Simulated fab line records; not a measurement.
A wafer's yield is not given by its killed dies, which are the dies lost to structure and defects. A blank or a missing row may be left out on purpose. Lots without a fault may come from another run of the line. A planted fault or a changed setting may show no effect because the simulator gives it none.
Chamber matching | flow n5 finfet | N5_BEOL_M6_ILD_DEP_00 on pecvd-03: 3 sister chambers
The step deposits SiCOH lowk from DEMS/porogen, target thk 179.75 nm, time 33.4 s. 6 wafers are shown with their chamber, then 8 later ones without.

WAFERS WITH THEIR CHAMBER
wafer  | chamber | heater power w (W) | showerhead plenum p Torr (Torr)
L078.4 | 2       | 325                | 5.771
L084.3 | 2       | 303                | 5.776
L084.6 | 0       | 381                | 5.767
L086.1 | 0       | 413                | 5.766
L086.5 | 1       | 268                | 5.748
L089.1 | 1       | 260                | 5.741

WAFERS WITH NO CHAMBER GIVEN
wafer  | heater power w (W) | showerhead plenum p Torr (Torr)
L089.4 | 407                | 5.773
L089.5 | 274                | 5.758
L092.1 | 273                | 5.742
L092.2 | 282                | 5.773
L092.3 | 380                | 5.763
L096.2 | 268                | 5.749
L096.4 | 406                | 5.749
L096.6 | 279                | 5.745

CHAMBER TAKEN BY EACH
wafer  | from the rows above     | in truth
L089.4 | 0                       | 0
L089.5 | can't be placed: 1 or 2 | 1
L092.1 | 1                       | 1
L092.2 | 2                       | 2
L092.3 | 0                       | 0
L096.2 | 1                       | 1
L096.4 | 0                       | 0
L096.6 | 1                       | 1
Correctly placed: 7 of 8. Unplaceable from these rows: 1, with the true chamber sitting among the candidates in 1. 0 placed wrongly.
How it was worked out, from the rows above alone: a wafer's distance from a chamber is the root of the sum, over the readings, of the square of ((its reading less the chamber's mean) divided by the reading's scatter). The wafer belongs to the nearest chamber; if the next one is less than 2 further off, it can't be placed. The mean given for a chamber averages the wafers shown for that chamber. The scatter is the square root of a quotient: the sum, over the shown wafers, of each reading's squared deviation from its chamber's mean, divided by wafers minus chambers.
